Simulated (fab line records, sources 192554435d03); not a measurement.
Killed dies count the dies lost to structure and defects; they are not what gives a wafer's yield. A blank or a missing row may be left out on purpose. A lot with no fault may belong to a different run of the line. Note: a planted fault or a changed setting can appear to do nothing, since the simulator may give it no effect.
Split-lot study :: flow n5_finfet :: route with 1938 steps; 7 lots, 21 wafers read

## ON THE SPLIT
At N5_BEOL_M15_EXPOSE_25 (exposes mask M15, target cd 400 nm), the setting dose_mj was moved away from the recipe's 35.5 on 5 of the 21 wafers read, by -5.9% to +7.4%. This setting was run at the recipe's value on the other wafers.

## FROM THE SPLIT TO THE READING: what the file shows between them, 3 steps
- N5_BEOL_M15_PEB_26: peb time 90 s
- N5_BEOL_M15_DEVELOP_27: develop time 45 s
- N5_BEOL_M15_HARDBAKE_32: time 120 s

## THE READING
Shown in nm: cd_nm at N5_BEOL_M15_CD_MEAS_28, with target cd 407.6 nm. A value of 406.3 nm with a standard deviation of 1.5 nm is what fault-free wafers of this fab line usually give.

wafer: L076.1
tool, chamber at the split: krf_scanner-01, 0
dose_mj as run: 35.5
against the recipe: recipe
cd_nm, nm: 409.2
against lot-mates on the recipe: -

wafer: L076.4
tool, chamber at the split: krf_scanner-01, 0
dose_mj as run: 35.5
against the recipe: recipe
cd_nm, nm: 406.7
against lot-mates on the recipe: -

wafer: L076.6
tool, chamber at the split: krf_scanner-01, 0
dose_mj as run: 35.5
against the recipe: recipe
cd_nm, nm: 408.8
against lot-mates on the recipe: -

wafer: L081.1
tool, chamber at the split: krf_scanner-02, 0
dose_mj as run: 36.67
against the recipe: +3.3%
cd_nm, nm: 411.6
against lot-mates on the recipe: +5.2

wafer: L081.2
tool, chamber at the split: krf_scanner-02, 0
dose_mj as run: 35.5
against the recipe: recipe
cd_nm, nm: 406.4
against lot-mates on the recipe: -

wafer: L081.3
tool, chamber at the split: krf_scanner-02, 0
dose_mj as run: 36.67
against the recipe: +3.3%
cd_nm, nm: 413.9
against lot-mates on the recipe: +7.5

wafer: L083.1
tool, chamber at the split: krf_scanner-02, 0
dose_mj as run: 35.5
against the recipe: recipe
cd_nm, nm: 405.5
against lot-mates on the recipe: -

wafer: L083.4
tool, chamber at the split: krf_scanner-02, 0
dose_mj as run: 35.5
against the recipe: recipe
cd_nm, nm: 403.7
against lot-mates on the recipe: -

wafer: L083.5
tool, chamber at the split: krf_scanner-02, 0
dose_mj as run: 35.5
against the recipe: recipe
cd_nm, nm: 403.4
against lot-mates on the recipe: -

wafer: L088.1
tool, chamber at the split: krf_scanner-02, 0
dose_mj as run: 35.5
against the recipe: recipe
cd_nm, nm: 406.5
against lot-mates on the recipe: -

wafer: L088.2
tool, chamber at the split: krf_scanner-02, 0
dose_mj as run: 35.5
against the recipe: recipe
cd_nm, nm: 405.1
against lot-mates on the recipe: -

wafer: L088.3
tool, chamber at the split: krf_scanner-02, 0
dose_mj as run: 38.14
against the recipe: +7.4%
cd_nm, nm: 416.4
against lot-mates on the recipe: +10.6

wafer: L089.3
tool, chamber at the split: krf_scanner-02, 0
dose_mj as run: 34.32
against the recipe: -3.3%
cd_nm, nm: 401.7
against lot-mates on the recipe: -5.4

wafer: L089.4
tool, chamber at the split: krf_scanner-02, 0
dose_mj as run: 35.5
against the recipe: recipe
cd_nm, nm: 406.3
against lot-mates on the recipe: -

wafer: L089.6
tool, chamber at the split: krf_scanner-02, 0
dose_mj as run: 35.5
against the recipe: recipe
cd_nm, nm: 408.0
against lot-mates on the recipe: -

wafer: L096.1
tool, chamber at the split: krf_scanner-01, 0
dose_mj as run: 35.5
against the recipe: recipe
cd_nm, nm: 406.9
against lot-mates on the recipe: -

wafer: L096.4
tool, chamber at the split: krf_scanner-01, 0
dose_mj as run: 35.5
against the recipe: recipe
cd_nm, nm: 406.3
against lot-mates on the recipe: -

wafer: L096.6
tool, chamber at the split: krf_scanner-01, 0
dose_mj as run: 35.5
against the recipe: recipe
cd_nm, nm: 406.4
against lot-mates on the recipe: -

wafer: L097.3
tool, chamber at the split: krf_scanner-01, 0
dose_mj as run: 33.42
against the recipe: -5.9%
cd_nm, nm: 398.3
against lot-mates on the recipe: -9.2

wafer: L097.4
tool, chamber at the split: krf_scanner-01, 0
dose_mj as run: 35.5
against the recipe: recipe
cd_nm, nm: 408.1
against lot-mates on the recipe: -

wafer: L097.6
tool, chamber at the split: krf_scanner-01, 0
dose_mj as run: 35.5
against the recipe: recipe
cd_nm, nm: 407.0
against lot-mates on the recipe: -

THE FIT
A straight line over all 21 wafers: cd_nm changes by +1.46 nm for each +1% of dose_mj; r = +0.92; the points scatter about the line by 1.6 nm.
The same after taking each lot's own level away (the mean of its wafers on the recipe; 21 wafers): +1.57 nm for each +1%; r = +0.97; scatter 0.92 nm.
According to that fit, moving dose_mj by its largest amount changes the reading by 12 nm.
The lots' own levels span 404.20 to 408.23 nm, that is 2.7 times the standard deviation above.
The two slopes are in agreement: the lot-to-lot level therefore moves the slope only a little.
Check: +12.8 nm against its lot-mates is what the line predicts for one of the wafers moved furthest among these (+7.4%) when that wafer is left out of the fit. It came out at +10.6 nm against them.

## OTHER SPLITS ON THESE WAFERS
Other splits were also applied to these wafers ahead of the reading. Each is held against what the fit with the lots' levels taken away leaves over:
other split on the same wafers: N5_BEOL_M11_EXPOSE_25 dose_mj
wafers away from the commonest value: 3
r with cd_nm (lot level and that fit taken away): -0.09

other split on the same wafers: N5_BEOL_M11_DEP_56 time_s
wafers away from the commonest value: 6
r with cd_nm (lot level and that fit taken away): +0.07

other split on the same wafers: N5_BEOL_M13_COAT_65 spin_rpm
wafers away from the commonest value: 6
r with cd_nm (lot level and that fit taken away): -0.12

other split on the same wafers: N5_BEOL_M14_COAT_66 spin_rpm
wafers away from the commonest value: 10
r with cd_nm (lot level and that fit taken away): -0.15

other split on the same wafers: N5_BEOL_M14_DESCUM_33 time_s
wafers away from the commonest value: 5
r with cd_nm (lot level and that fit taken away): +0.14

other split on the same wafers: N5_BEOL_M15_COAT_56 spin_rpm
wafers away from the commonest value: 4
r with cd_nm (lot level and that fit taken away): -0.04

## THE WHOLE CHAIN: every reading that the file lists as answering this split, in the file's order
step: N5_BEOL_M15_CD_MEAS_28
what it does: target cd 407.6 nm
reading: cd_nm
change (the file's fit): +1.54 nm for each +1% of the setting
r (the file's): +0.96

step: N5_BEOL_M15_DESCUM_33
what it does: chemistry O2, time 7.9 s
reading: BEOL_M15.cd_nm (the simulator's own value, which no gauge read)
change (the file's fit): +1.54 nm for each +1% of the setting
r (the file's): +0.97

step: N5_BEOL_M15_TRENCH_ETCH_34
what it does: etches SiO2 in C4F8/O2/Ar, target depth 872.93 nm, time 199 s
reading: BEOL_M15.cd_nm (the simulator's own value, which no gauge read)
change (the file's fit): +1.45 nm for each +1% of the setting
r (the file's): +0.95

## THE FILE'S OWN FIT
cd_nm changes by +1.54 nm for each +1% of dose_mj, r = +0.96.
